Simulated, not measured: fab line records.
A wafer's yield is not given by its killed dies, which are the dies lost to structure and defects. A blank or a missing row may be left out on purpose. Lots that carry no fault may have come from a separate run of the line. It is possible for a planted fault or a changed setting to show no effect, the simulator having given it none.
A lot that was struck, set against a sound lot	flow nand_harc	15 out of 1159 route steps
Sound: these wafers, L904.2, L904.5, L904.6. The struck wafers were L917.1, L917.2, L917.5. The cause comes at the end.
Each step with rows lists, per side, the tool, then ch with its chambers, then its first start. Under that, the readings that differ: sound wafers	struck wafers	difference of the means	sigmas: that difference in standard deviations of wafers without a fault.
alike: readings whose means differ by less than 2 such deviations, and words and numbers that are the same on both sides. not compared: withheld readings, readings that some wafer has no value for, bounds like >300 that may hide the same value, and numbers for which the record gives no deviation and whose values overlap.
Wherever a step has rows on one side only, a row that says differs or no value, or a row with sigmas, the two part there. Numbers that don't overlap but have no deviation are shown without sigmas and don't part them. A reading missing from all wafers of one side parts the sides only when that side holds two or more wafers.

NHARC_THIN_TSV_GRIND_00:
  sound on grinder-01 ch 0, day 21 19:04; struck on grinder-01 ch 0, day 23 06:03
  alike: motor_current_A
NHARC_THIN_TSV_CMP_01: polishes.
  sound on cmp-03 ch 2,3, day 21 20:06; struck on cmp-03 ch 0,1,3, day 23 07:20
  alike: motor_current_A, retaining_ring_pressure_frac
NHARC_THIN_TSV_THK_MEAS_02: measures by ir.
  sound: film_metro-02 at day 21 20:20; struck: film_metro-02 at day 23 07:34
  alike: thk_nm
then, 3 steps without rows for these wafers: NHARC_THIN_TSV_SRD_03; NHARC_THIN_TSV_PRECLEAN_41 (cleans in SC1); NHARC_THIN_TSV_SRD_42.
NHARC_THIN_TSV_DEP_43: deposits SiO2, target thk 1328.5 nm.
  sound on pecvd-03 ch 0,1,2, day 21 20:37; struck on pecvd-03 ch 0,1,2, day 23 07:50
  alike: throttle_valve_pct
then, 5 steps without rows for these wafers: NHARC_THIN_TSV_DEHYDRATE_04 (time 120 s); NHARC_THIN_TSV_HMDS_05 (time 30 s); NHARC_THIN_TSV_COAT_06; NHARC_THIN_TSV_SOFTBAKE_07 (time 95 s); NHARC_THIN_TSV_EBR_08.
NHARC_THIN_TSV_EXPOSE_09: exposes mask TSV.
  sound on krf_scanner-01 ch 0, day 21 21:14; struck on krf_scanner-04 ch 0, day 23 08:28
reading	sound	struck	difference	sigmas
exposure_dose_mJ_cm2	30.67 30.69 30.70	31.22 31.27 31.29	+0.57	+18
  alike: mask
then, 1 step without rows for these wafers: NHARC_THIN_TSV_PEB_10 (peb time 85 s).
NHARC_END_SORT_01:
  sound on prober-02 ch 0, day 23 09:31; struck on prober-01 ch 0, day 25 07:23
  alike: defect_limited_yield, killed_at_array, killed_at_other, killed_at_periphery, killed_dies, killed_open, killed_short, sort_bin_2_pct, sort_bin_3_pct, sort_bin_4_pct, sort_n_pass, sort_rim_yield_pct, sort_yield_pct

WHERE THEY PART
Only at NHARC_THIN_TSV_EXPOSE_09, within this record. Later steps at which nothing parts them and some readings are alike: NHARC_END_SORT_01.

WHY: whatever the simulator had introduced
Process parameter drift: krf_scanner-04, from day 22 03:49 on, at NHARC_THIN_TSV_EXPOSE_09. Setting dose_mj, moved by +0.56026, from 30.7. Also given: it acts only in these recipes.
